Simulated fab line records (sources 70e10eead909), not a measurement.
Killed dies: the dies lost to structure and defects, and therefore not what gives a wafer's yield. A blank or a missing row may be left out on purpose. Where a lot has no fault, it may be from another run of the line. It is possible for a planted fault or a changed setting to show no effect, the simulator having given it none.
fab line records | flow nandHarc
record: lots: 6 wafers: 18 lastDay: 34
route steps=1302 shown A_M0@1147 END@1302
lots untouched by any fault: they come from a run of this same line in which no faults occurred
startH: start of the lot's first displayed wafer, in hours after the record's first day | waitH: hours since the lot's step before | " the same as in the row above | L1.1+2: one row covering several wafers at once | - value missing, or start not given | * or withheld: withheld | < > ~ a bound
route shown NAME@n: a module of which the file shows steps, and the number in the route of the first | usual: average and standard deviation across the fault-free wafers | same: alike in all rows | chamber/n: place in a boat | sites: the reading at each site | _std_site: how widely they spread, as a standard deviation | _edge_site: the outer-site mean with the inner-site mean subtracted | radiusMm: how far each site lies from the wafer's centre | mask NAME#n: copy n | behind: tool/chamber where the wafer was last shaped | hold: reason for holding the lot/hours on hold/outcome of the hold | device: transistor that didn't switch, given as n, p or np | end of line: the tests these same wafers got at the end of their route | a step given without rows: its recipe and nothing more | killed: count of dies lost to structure and defects at first sort (not the wafer's yield) | map: dies across one wafer; x = killed, . = not, _ = none there
set.NAME: setting as actually run; set.NAME@STEP: the setting as run at that earlier step | model.NAME: the simulator's own value behind a step, which no gauge read
lots at selected steps of the route; one table per step, one row per wafer
services: a tool's chamber out of use, with start hour (startH, from the record's first day; less than 0 if before it), hours out, and reason
== steps ==
step: NHARC_A_M0_CD_MEAS_09
recipe: targetCdNm: 80 landingEnergyEv: 500
usual: cdNm: 80.0/0.59
columns lot.wafer tool chamber startH waitH cdNm
L154.1 cdSem-03 0 593.98 - 80.5
L154.3 " 0 " " 80.2
L154.5 " 0 " " 80.4
L160.3 cdSem-01 0 653.74 - 80.1
L160.4 " 0 " " 80.3
L160.5 " 0 " " 80.0
L158.3 cdSem-03 0 660.46 - 79.9
L158.4 " 0 " " 80.4
L158.6 " 0 " " 80.3
L166.2 cdSem-01 0 714.78 - 79.5
L166.5 " 0 " " 79.1
L166.6 " 0 " " 79.7
L165.1 cdSem-03 0 716.57 - 80.8
L165.2 " 0 " " 81.1
L165.5 " 0 " " 80.2
L170.1 cdSem-01 0 772.85 - 80.5
L170.2 " 0 " " 79.5
L170.3 " 0 " " 80.0
step: NHARC_A_M0_OVL_MEAS_10
recipe: pitchNm: 160
usual: overlayXNm: 0.3/0.8 overlayYNm: 0.2/0.81
columns lot.wafer tool chamber startH waitH overlayXNm overlayYNm
L154.1 overlay-01 - 594.08 - 1.5 1.5
L154.3 " - " " 1.9 1.5
L154.5 " - " " 1.7 0.6
L160.3 overlay-01 - 653.82 - 0.2 0.0
L160.4 " - " " -0.1 0.0
L160.5 " - " " 0.2 -0.3
L158.3 overlay-02 - 660.54 - 0.9 0.8
L158.4 " - " " 1.2 0.8
L158.6 " - " " 1.3 0.2
L166.2 overlay-02 - 714.87 - -0.6 1.7
L166.5 " - " " -0.9 1.5
L166.6 " - " " -0.6 1.2
L165.1 overlay-02 - 716.65 - -0.2 -0.7
L165.2 " - " " 0.3 -0.9
L165.5 " - " " 0.2 -0.7
L170.1 overlay-01 - 772.94 - -0.1 0.5
L170.2 " - " " -0.2 0.3
L170.3 " - " " 0.2 0.1
step: NHARC_A_M0_INSPECT_11
usual: rawDefectCount: 81/36
columns lot.wafer tool chamber startH waitH rawDefectCount
L154.1 defectInspect-02 - 594.11 0.0 157
L154.3 " - " " 182
L154.5 " - " " 177
L160.3 defectInspect-02 - 653.86 0.0 53
L160.4 " - " " 61
L160.5 " - " " 70
L158.3 defectInspect-01 - 660.58 0.0 86
L158.4 " - " " 88
L158.6 " - " " 87
L166.2 defectInspect-02 - 714.91 0.0 26
L166.5 " - " " 37
L166.6 " - " " 34
L165.1 defectInspect-02 - 716.69 0.0 94
L165.2 " - " " 127
L165.5 " - " " 92
L170.1 defectInspect-01 - 772.97 0.0 46
L170.2 " - " " 54
L170.3 " - " " 46
step: NHARC_A_M0_DESCUM_14
recipe: timeS: 3 o2FlowSccm: 200 arFlowSccm: 0 biasPowerW: 0 chemistry: O2
step: NHARC_A_M0_ETCH_34
recipe: targetDepthA: 400 overetchA: 120 timeS: 43.94 ionEnergyEv: 200 n2FlowSccm: 150 h2FlowSccm: 150 arFlowSccm: 0 rfW: 400 biasW: 150 chemistry: N2/H2
step: NHARC_A_M0_ETCH_15
recipe: targetDepthA: 1500 overetchA: 150 timeS: 82.5 c4f8FlowSccm: withheld arFlowSccm: 400 rfW: 600 biasW: 300 chemistry: C4F8/Ar
usual: oesProductAu: 0.943/0.022 rfVppV: 439.6/1.7
columns lot.wafer tool chamber startH waitH oesProductAu rfHoursCounterH rfVppV
L154.3 rieDiel-11 1 - - 0.928 8.6 440.0
L154.1 " 3 " " 0.923 8.7 441.1
L154.5 " 2 " " 0.923 - 440.6
L160.3 rieDiel-10 0 - - 0.930 1.5 439.4
L160.5 " 3 " " 0.930 - 438.9
L160.4 " 0 " " 0.927 - 439.0
L158.3 rieDiel-10 2 - - 0.942 1.6 439.4
L158.4 " 0 " " 0.950 - 439.4
L158.6 " 2 " " 0.954 - 439.0
L166.2 rieDiel-11 0 - - 0.916 5.6 442.8
L166.5 " 1 " " 0.926 - 440.2
L166.6 " 3 " " 0.929 - 442.1
L165.1 rieDiel-11 0 - - 0.914 5.8 444.6
L165.2 " 1 " " 0.925 5.6 438.9
L165.5 " 0 " " 0.906 - 444.0
L170.1 rieDiel-10 3 - - 0.928 7.8 440.3
L170.2 " 0 " " 0.934 7.8 440.0
L170.3 " 1 " " 0.934 5.9 437.9
step: NHARC_A_M0_CD_MEAS_16
usual: cdNm: 80.1/0.61
columns lot.wafer tool chamber startH waitH cdNm
L154.1 cdSem-02 - 594.48 - 80.7
L154.3 " - " " 81.1
L154.5 " - " " 81.0
L160.3 cdSem-01 - 654.75 - 80.3
L160.4 " - " " 80.0
L160.5 " - " " 80.3
L158.3 cdSem-01 - 660.99 - 81.1
L158.4 " - " " 80.8
L158.6 " - " " 80.4
L166.2 cdSem-03 - 715.31 - 78.8
L166.5 " - " " 78.9
L166.6 " - " " 80.0
L165.1 cdSem-03 - 717.09 - 80.6
L165.2 " - " " 81.0
L165.5 " - " " 80.3
L170.1 cdSem-02 - 773.33 - 80.8
L170.2 " - " " 79.8
L170.3 " - " " 79.7
step: NHARC_A_M0_STRIP_18
recipe: powerW: 1000 n2FlowSccm: 150 h2FlowSccm: 150 arFlowSccm: 0 biasW: 0 chemistry: N2/H2
usual: drypumpMotorCurrentA: 5.8/0.46 oesProductAu: 0.998/0.0077 rfVppV: 90.4/0.97 showerheadPlenumPTorr: 1.99/0.056 throttleValvePct: 14.172/0.0093
columns lot.wafer tool chamber startH waitH drypumpMotorCurrentA oesProductAu rfHoursCounterH rfVppV showerheadPlenumPTorr throttleValvePct
L154.3 rieDiel-02 3 594.61 0.1 5.6 0.989 1.3 90.2 2.01 14.171
L154.1 " 0 " " 6.4 0.992 1.9 90.9 2.01 14.170
L154.5 " 1 " " 5.6 0.984 - 88.9 1.92 14.170
L160.4 rieDiel-11 1 654.84 0.1 5.7 0.997 1.0 91.3 1.98 14.164
L160.3 " 2 " " 6.1 0.998 1.0 90.6 2.01 14.174
L160.5 " 0 " " 6.4 1.002 - 89.1 2.13 14.172
L158.3 rieDiel-11 0 661.06 0.1 6.3 1.007 1.6 92.7 2.13 14.173
L158.4 " 3 " " 4.7 1.003 1.5 89.8 2.06 14.192
L158.6 " 0 " " 6.4 1.008 - 91.3 2.13 14.171
L166.2 rieDiel-02 3 715.38 0.1 5.7 0.983 9.9 90.1 2.00 14.174
L166.5 " 1 " " 5.6 0.974 - 90.0 1.92 14.179
L166.6 " 2 " " 5.8 0.998 - 89.3 1.90 14.169
L165.2 rieDiel-02 3 717.22 0.1 5.6 0.983 10.1 90.4 2.00 14.149
L165.1 " 0 " " 6.3 0.984 9.5 91.4 2.01 14.178
L165.5 " 1 " " 5.6 0.984 - 90.6 1.92 14.171
L170.1 rieDiel-11 2 773.41 0.1 6.1 0.991 3.8 90.0 2.01 14.186
L170.2 " 3 " " 4.7 1.007 6.4 89.6 2.06 14.165
L170.3 " 1 " " 5.7 0.995 6.4 89.2 1.98 14.185
step: NHARC_A_M0_STRIP_19
recipe: timeS: 600 tempC: 30 chemistry: postEtchResidueRemover
step: NHARC_A_M0_DEGAS_28
recipe: tempC: 250 timeS: 60
usual: heaterPowerW: 355/50
columns lot.wafer tool chamber startH waitH heaterPowerW
L154.3 pvdSputter-02 - 595.11 - 364
L154.1 " - " " 310
L154.5 " - " " 320
L160.4 pvdSputter-01 - 655.35 - 299
L160.3 " - " " 422
L160.5 " - " " 306
L158.4 pvdSputter-01 - 661.60 - 423
L158.3 " - " " 426
L158.6 " - " " 423
L166.2 pvdSputter-02 - 715.98 - 317
L166.6 " - " " 323
L166.5 " - " " 330
L165.2 pvdSputter-02 - 717.72 - 397
L165.1 " - " " 339
L165.5 " - " " 331
L170.3 pvdSputter-01 - 773.95 - 328
L170.2 " - " " 424
L170.1 " - " " 301
step: NHARC_A_M0_PRE_CLEAN_29
recipe: timeS: 30 tempC: 280 gas: H2/He
usual: heaterPowerW: 435/62
columns lot.wafer tool chamber startH waitH heaterPowerW
L154.3 pvdSputter-02 - - - 452
L154.1 " - " " 385
L154.5 " - " " 407
L160.3 pvdSputter-01 - - - 381
L160.4 " - " " 408
L160.5 " - " " 530
L158.3 pvdSputter-01 - - - 522
L158.4 " - " " 402
L158.6 " - " " 508
L166.2 pvdSputter-02 - - - 504
L166.5 " - " " 410
L166.6 " - " " 398
L165.2 pvdSputter-02 - - - 393
L165.1 " - " " 483
L165.5 " - " " 403
L170.1 pvdSputter-01 - - - 533
L170.3 " - " " 405
L170.2 " - " " 526
step: NHARC_A_M0_PVD_20
recipe: targetThkA: 50 biasV: 168.6 powerW: 15000 chamberPressurePa: 0.12 timeS: 8.06 substrateTempC: 50 material: TaN
usual: biasV: 168.7/1.7 cathodeDcPowerW: 15001/2.7 throttleValvePct: 29.8/1.4
columns lot.wafer tool chamber startH waitH biasV cathodeDcPowerW throttleValvePct
L154.3 pvdSputter-02 - - - 167.5 15003 31.0
L154.1 " - " " 167.5 15001 31.1
L154.5 " - " " 170.5 15001 30.7
L160.3 pvdSputter-01 - - - 168.2 15004 30.5
L160.4 " - " " 170.0 15001 28.2
L160.5 " - " " 165.4 14999 29.0
L158.4 pvdSputter-01 - - - 170.9 14996 28.6
L158.3 " - " " 168.7 15001 28.1
L158.6 " - " " 170.5 14999 28.6
L166.2 pvdSputter-02 - - - 169.4 14998 27.5
L166.6 " - " " 168.2 15001 31.4
L166.5 " - " " 169.6 15002 30.7
L165.2 pvdSputter-02 - - - 169.2 15004 32.0
L165.1 " - " " 171.5 14996 30.8
L165.5 " - " " 169.2 14996 27.7
L170.1 pvdSputter-01 - - - 170.6 15005 28.8
L170.3 " - " " 169.8 14999 29.0
L170.2 " - " " 168.8 14999 28.3
step: NHARC_A_M0_PVD_21
recipe: targetThkA: 300 chamberPressurePa: 5 powerW: 5000 substrateTempC: 30 timeS: 20.49 material: Cu
usual: cathodeDcPowerW: 5000.0/0.86 throttleValvePct: 30.0/1.5
columns lot.wafer tool chamber startH waitH cathodeDcPowerW throttleValvePct
L154.3 pvdSputter-02 - 595.33 - 5000.7 27.4
L154.1 " - " " 4999.5 30.8
L154.5 " - " " 4999.8 31.6
L160.3 pvdSputter-01 - 655.58 - 5000.9 30.2
L160.4 " - " " 5000.8 29.0
L160.5 " - " " 4999.6 30.3
L158.4 pvdSputter-02 - 661.85 - 5000.6 31.5
L158.3 " - " " 5000.0 32.3
L158.6 " - " " 5000.2 31.5
L166.2 pvdSputter-02 - 716.20 - 4618.5 31.4
L166.6 " - " " 4620.2 31.1
L166.5 " - " " 4618.9 30.8
L165.1 pvdSputter-02 - 718.08 - 4618.0 32.5
L165.2 " - " " 4617.9 31.2
L165.5 " - " " 4620.2 32.5
L170.3 pvdSputter-01 - 774.19 - 4999.9 30.3
L170.1 " - " " 4999.5 29.0
L170.2 " - " " 5002.4 28.1
step: NHARC_A_M0_ECD_22
recipe: targetThkA: 4000 bathTempC: 25 material: Cu
step: NHARC_END_SORT_01
recipe: tempC: 25
usual: defectLimitedYield: 91.8/2.3 killedAtArray: 51/16 killedAtOther: 0.6/0.88 killedAtPeriphery: 4.0/2.6 killedDies: 55/16 killedOpen: 3.5/1.9 killedShort: 2.3/1.6 sort_bin_2_pct: 2.9/1.1 sort_bin_3_pct: 0.6/0.41 sort_bin_4_pct: 4.6/1.3 sortNPass: 622/16 sortRimYieldPct: 93/3.2 sortYieldPct: 91.8/2.3
same: grossDies: 677 sort_bin_5_pct[%]: 0 sort_bin_6_pct[%]: 0 sort_bin_7_pct[%]: 0 sort_bin_8_pct[%]: 0 sortRimNGross: 106.00
columns lot.wafer tool chamber startH waitH defectLimitedYield[%] killedAtArray killedAtOther killedAtPeriphery killedDies killedOpen killedShort sort_bin_2_pct[%] sort_bin_3_pct[%] sort_bin_4_pct[%] sortNPass sortRimYieldPct[%] sortYieldPct[%]
L154.1 prober-02 0 635.00 2.5 87.9 80 2 0 82 1 1 4.4 1.2 6.5 595 90 87.9
L154.3 prober-02 0 636.62 3.1 87.3 84 0 2 86 2 2 4.7 1.0 6.9 591 90 87.3
L154.5 prober-02 0 638.24 3.7 87.3 84 0 2 86 3 3 5.3 0.9 6.5 591 84 87.3
L166.2 prober-01 0 754.16 2.8 95.9 25 0 3 28 2 0 1.6 0.1 2.4 649 95 95.9
L166.5 prober-01 0 756.57 3.7 95.6 26 1 3 30 1 2 1.5 0 3.0 647 96 95.6
L166.6 prober-01 0 757.38 4.0 94.2 35 1 3 39 5 2 1.6 0.1 4.0 638 93 94.2
L165.1 prober-01 0 763.42 2.5 92.6 46 0 4 50 3 1 3.0 0.6 3.8 627 94 92.6
L165.2 prober-01 0 764.23 2.8 91.1 57 0 3 60 3 1 3.5 0.4 4.9 617 92 91.1
L165.5 prober-01 0 766.67 3.8 91.4 51 0 7 58 2 1 3.4 0.9 4.3 619 94 91.4
killed by level:class
L154.1 A_CHANNEL_HOLE_D2:chamberFilmFlake=31 A_SLIT:chamberFilmFlake=21 A_CHANNEL_HOLE_D1:chamberFilmFlake=14 A_STAIRCASE:chamberFilmFlake=6 A_CONTACT:chamberFilmFlake=4 A_CHANNEL_FILL_D1:geometricParticle:short=1 A_M0:geometricParticle:open=1 A_ZERO_WELL:chamberFilmFlake=1
L154.3 A_CHANNEL_HOLE_D1:chamberFilmFlake=32 A_SLIT:chamberFilmFlake=19 A_CHANNEL_HOLE_D2:chamberFilmFlake=15 A_STAIRCASE:chamberFilmFlake=10 A_CONTACT:chamberFilmFlake=4 P_GATE:geometricParticle:short=1 P_M0:geometricParticle:open=1 A_ONON_D1:geometricParticle:open=1
L154.5 A_SLIT:chamberFilmFlake=26 A_CHANNEL_HOLE_D2:chamberFilmFlake=22 A_CHANNEL_HOLE_D1:chamberFilmFlake=15 A_STAIRCASE:chamberFilmFlake=9 A_CONTACT:chamberFilmFlake=5 A_CHANNEL_FILL_D1:chamberFilmFlake=3 P_CONTACT:geometricParticle:short=1 P_M0:geometricParticle:open=1
L166.2 A_CHANNEL_HOLE_D1:chamberFilmFlake=7 A_STAIRCASE:chamberFilmFlake=7 A_SLIT:chamberFilmFlake=5 P_CONTACT:chamberFilmFlake=2 A_CONTACT:chamberFilmFlake=2 A_CONTACT:geometricParticle:open=1 A_BLC:geometricParticle:open=1 P_BONDPAD:chamberFilmFlake=1
L166.5 A_CHANNEL_HOLE_D1:chamberFilmFlake=7 A_CONTACT:chamberFilmFlake=6 A_DECK1_JOINT:chamberFilmFlake=5 A_STAIRCASE:chamberFilmFlake=2 A_SLIT:chamberFilmFlake=2 P_CONTACT:geometricParticle:short=1 A_WL_FILL:geometricParticle:short=1 A_WL_FILL:geometricParticle:open=1
L166.6 A_CHANNEL_HOLE_D1:chamberFilmFlake=13 A_SLIT:chamberFilmFlake=7 A_CONTACT:chamberFilmFlake=6 P_CONTACT:chamberFilmFlake=2 A_ONON_D1:geometricParticle:open=1 A_CHANNEL_HOLE_D1:geometricParticle:short=1 A_CHANNEL_FILL_D1:geometricParticle:open=1 A_ONON_D2:geometricParticle:open=1
L165.1 A_SLIT:chamberFilmFlake=26 A_CHANNEL_HOLE_D2:chamberFilmFlake=12 A_CHANNEL_HOLE_D1:chamberFilmFlake=4 P_GATE:chamberFilmFlake=2 A_SGD_CUT:chamberFilmFlake=2 P_CONTACT:geometricParticle:open=1 P_M0:geometricParticle:open=1 A_SOURCE_PLATE:geometricParticle:open=1
L165.2 A_SLIT:chamberFilmFlake=23 A_CHANNEL_HOLE_D2:chamberFilmFlake=17 A_CHANNEL_HOLE_D1:chamberFilmFlake=9 A_M0:geometricParticle:open=2 A_STAIRCASE:chamberFilmFlake=2 P_M2:geometricParticle:open=1 A_CHANNEL_FILL_D1:geometricParticle:short=1 P_ZERO_WELL:chamberFilmFlake=1
L165.5 A_SLIT:chamberFilmFlake=24 A_CHANNEL_HOLE_D2:chamberFilmFlake=13 A_CHANNEL_HOLE_D1:chamberFilmFlake=5 P_CONTACT:chamberFilmFlake=3 P_GATE:chamberFilmFlake=2 A_STAIRCASE:chamberFilmFlake=2 A_BLC:chamberFilmFlake=2 P_CONTACT:geometricParticle:open=1
== services ==
columns tool chamber startH hours kind
rieDiel-02 - 570.70 9.0 pm
rieDiel-11 0 588.50 - clean
rieDiel-11 1 588.50 - clean
rieDiel-11 2 588.50 - clean
rieDiel-11 3 588.50 - clean
rieDiel-10 - 596.50 9.0 pm
pvdSputter-01 - 603.91 10.0 pm
rieDiel-11 - 609.50 9.0 pm
rieDiel-11 0 609.50 9.0 ventCycle
rieDiel-11 1 609.50 9.0 ventCycle
rieDiel-10 1 617.30 48.2 repair
pvdSputter-02 - 638.69 10.0 pm
rieDiel-11 0 643.75 1.4 repair
rieDiel-11 2 661.46 5.6 repair
pvdSputter-01 - 662.93 1.2 repair
rieDiel-02 3 673.97 3.8 repair
rieDiel-02 2 680.77 3.6 repair
rieDiel-02 0 693.18 23.8 repair
rieDiel-02 2 694.54 3.8 repair
rieDiel-11 - 695.65 5.3 repair
pvdSputter-01 - 715.57 3.1 repair
rieDiel-11 1 726.46 1.7 repair
rieDiel-02 - 747.70 9.0 pm
rieDiel-10 - 773.50 9.0 pm
== key ==
firstSign: step: NHARC_A_M0_PVD_21 reading: cathodeDcPowerW direction: down sigmas: 99+ usual: * struck: *
effect none on later readings
metAt NHARC_A_M0_PVD_21
struckWafers L165.1,L165.2,L165.5,L166.2,L166.5,L166.6
onsetBetween 661.85 716.20
fault: kind: processParameterDrift tool: pvdSputter-02 chamber: - onsetH: 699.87 steps: NHARC_A_M0_PVD_21 channel: powerW offset: * shape: step endH: 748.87 actsIn: * stated: *
